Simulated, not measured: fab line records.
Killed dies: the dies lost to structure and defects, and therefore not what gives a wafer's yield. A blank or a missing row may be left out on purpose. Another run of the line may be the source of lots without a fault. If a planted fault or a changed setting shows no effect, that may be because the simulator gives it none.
Chamber matching | flow n5-finfet | N5_BEOL_M7_DEP_56 on pecvd-02 has 3 sister chambers
The step deposits SiCN from 3MS/NH3, target thk 10 nm, time 17.5 s. 3 wafers are shown with their chamber, then 7 later ones without.

== EACH WAFER AND ITS CHAMBER ==
wafer  | chamber | showerhead-plenum-p-Torr (Torr)
L085.6 | 2       | 3.659
L088.1 | 0       | 3.678
L088.2 | 1       | 3.675

== WAFERS WITHOUT THEIR CHAMBER ==
wafer  | showerhead-plenum-p-Torr (Torr)
L088.4 | 3.685
L090.1 | 3.672
L090.4 | 3.687
L090.6 | 3.680
L096.1 | 3.672
L096.2 | 3.689
L096.4 | 3.686

== EACH ONE'S CHAMBER ==
wafer  | from the rows above          | in truth
L088.4 | can't be placed: 0 or 1      | 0
L090.1 | can't be placed: 1 or 0 or 2 | 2
L090.4 | can't be placed: 0 or 1      | 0
L090.6 | can't be placed: 0 or 1      | 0
L096.1 | can't be placed: 1 or 0 or 2 | 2
L096.2 | can't be placed: 0 or 1      | 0
L096.4 | can't be placed: 0 or 1      | 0
Placed correctly: 0 of 7. Unplaceable from these rows: 7, with the true chamber sitting among the candidates in 7. Wrongly placed: 0.
How it was worked out, from the rows above alone: a wafer's distance from a chamber is the root of the sum, over the readings, of the square of ((its reading less the chamber's mean) divided by the reading's scatter). The wafer belongs to the nearest chamber; if the next one is less than 2 further off, it can't be placed. For every chamber, the mean is computed from those of its wafers that are shown. The scatter (one wafer shown for each chamber): square how far every hidden wafer sits from the nearest shown wafer, average those squares and take the square root.
